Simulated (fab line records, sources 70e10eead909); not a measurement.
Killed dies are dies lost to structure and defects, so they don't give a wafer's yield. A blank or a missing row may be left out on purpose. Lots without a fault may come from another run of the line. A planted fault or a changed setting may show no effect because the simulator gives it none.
Which tool did it? | flow nand_harc | 11 lots, 33 wafers sampled, at 4 steps of a route of 1159

WHAT THE GAUGES READ, wafer by wafer
NHARC_P_ZERO_WELL_CD_MEAS_37: target cd 720 nm.
lot  | measured    | on        | cd_nm (nm)
L507 | day 1 16:14 | cd_sem-01 | 720.4 721.2 719.6
L508 | day 1 22:10 | cd_sem-02 | 720.0 721.3 720.1
L510 | day 2 10:16 | cd_sem-03 | 721.6 720.0 718.2
L511 | day 2 16:18 | cd_sem-02 | 719.4 719.6 718.4
L515 | day 3 16:22 | cd_sem-01 | 740.8 741.2 741.1
L520 | day 4 21:51 | cd_sem-02 | 720.3 717.9 719.0
L524 | day 5 22:10 | cd_sem-01 | 721.9 720.1 719.9
L526 | day 6 10:06 | cd_sem-01 | 720.8 719.1 718.4
L527 | day 6 16:35 | cd_sem-02 | 719.4 719.8 718.7
L528 | day 6 22:14 | cd_sem-02 | 721.1 719.3 720.6
L529 | day 7 04:02 | cd_sem-03 | 718.7 721.4 720.1

WHICH TOOL RAN EACH LOT (tool, then ch and the chambers of the sampled wafers, then the start)
lot  | NHARC_P_ZERO_WELL_ETCH_65         | NHARC_P_ZERO_WELL_ETCH_62                    | NHARC_P_ZERO_WELL_EXPOSE_34
L507 | rie_diel-02 ch 0,2,3, day 1 13:29 | rie_diel-02 ch 1,2, day 1 16:04 or earlier   | krf_scanner-03 ch 0, day 1 16:04
L508 | rie_diel-01 ch 0,3, day 1 19:31   | rie_diel-01 ch 0,1,2, day 1 22:01 or earlier | krf_scanner-03 ch 0, day 1 22:01
L510 | rie_diel-13 ch 0,2,3, day 2 07:29 | rie_diel-13 ch 0,1,2, day 2 10:07 or earlier | krf_scanner-03 ch 0, day 2 10:07
L511 | rie_diel-13 ch 0,2,3, day 2 13:37 | rie_diel-13 ch 0,3, day 2 16:09 or earlier   | krf_scanner-01 ch 0, day 2 16:09
L515 | rie_diel-02 ch 2,3, day 3 13:36   | rie_diel-02 ch 1,2,3, day 3 16:12 or earlier | krf_scanner-03 ch 0, day 3 16:12
L520 | rie_diel-01 ch 0,2,3, day 4 19:22 | rie_diel-01 ch 1,2,3, day 4 21:42 or earlier | krf_scanner-03 ch 0, day 4 21:42
L524 | rie_diel-02 ch 1,3, day 5 19:31   | rie_diel-02 ch 0,1, day 5 22:01 or earlier   | krf_scanner-03 ch 0, day 5 22:01
L526 | rie_diel-02 ch 1,2, day 6 07:29   | rie_diel-02 ch 1,3, day 6 09:56 or earlier   | krf_scanner-03 ch 0, day 6 09:56
L527 | rie_diel-13 ch 2,3, day 6 13:47   | rie_diel-13 ch 0,2,3, day 6 16:25 or earlier | krf_scanner-04 ch 0, day 6 16:25
L528 | rie_diel-13 ch 0,2,3, day 6 19:29 | rie_diel-13 ch 0,2,3, day 6 22:05 or earlier | krf_scanner-01 ch 0, day 6 22:05
L529 | rie_diel-02 ch 2,3, day 7 01:32   | rie_diel-02 ch 0,1,2, day 7 03:53 or earlier | krf_scanner-01 ch 0, day 7 03:53
- NHARC_P_ZERO_WELL_ETCH_65: etches the open film in N2/H2, target depth 80 nm, overetch 24 nm, time 87.88 s.
- NHARC_P_ZERO_WELL_ETCH_62: etches the open film in CHF3/Ar, target depth 13 nm, time 6.5 s.
- NHARC_P_ZERO_WELL_EXPOSE_34: exposes mask P PWELL, target cd 720 nm.

THE ANSWER, worked out from the rows above alone
Rule: what is usual is taken from the lots themselves. Put in order of their means at a reading, lots are off if they are a third of the lots or fewer, leave a main group of 4 or more, and stand apart from it by a gap of 3 or more times the standard deviation of the main group's means; of several such gaps the widest counts. A main group whose means are all the same, to the digits that the tables above print for the reading, isn't used. A lot without any number at a reading at which 4 lots or more have one is off too. The other lots that the step has rows for count as sound.
Off: L515, at NHARC_P_ZERO_WELL_CD_MEAS_37 (cd_nm). The main group: mean 719.9 nm, standard deviation 0.56.
A tool fits if, at a process step before that reading, it ran every lot that is off, and no sound lot after the first of them. The gauges at NHARC_P_ZERO_WELL_CD_MEAS_37 are tried like those tools. NHARC_P_ZERO_WELL_ETCH_62 gives no start for some lots, so the hours and the order of its lots are those of NHARC_P_ZERO_WELL_EXPOSE_34. None of those tried fits.

WHAT THE SIMULATOR HAD PUT IN
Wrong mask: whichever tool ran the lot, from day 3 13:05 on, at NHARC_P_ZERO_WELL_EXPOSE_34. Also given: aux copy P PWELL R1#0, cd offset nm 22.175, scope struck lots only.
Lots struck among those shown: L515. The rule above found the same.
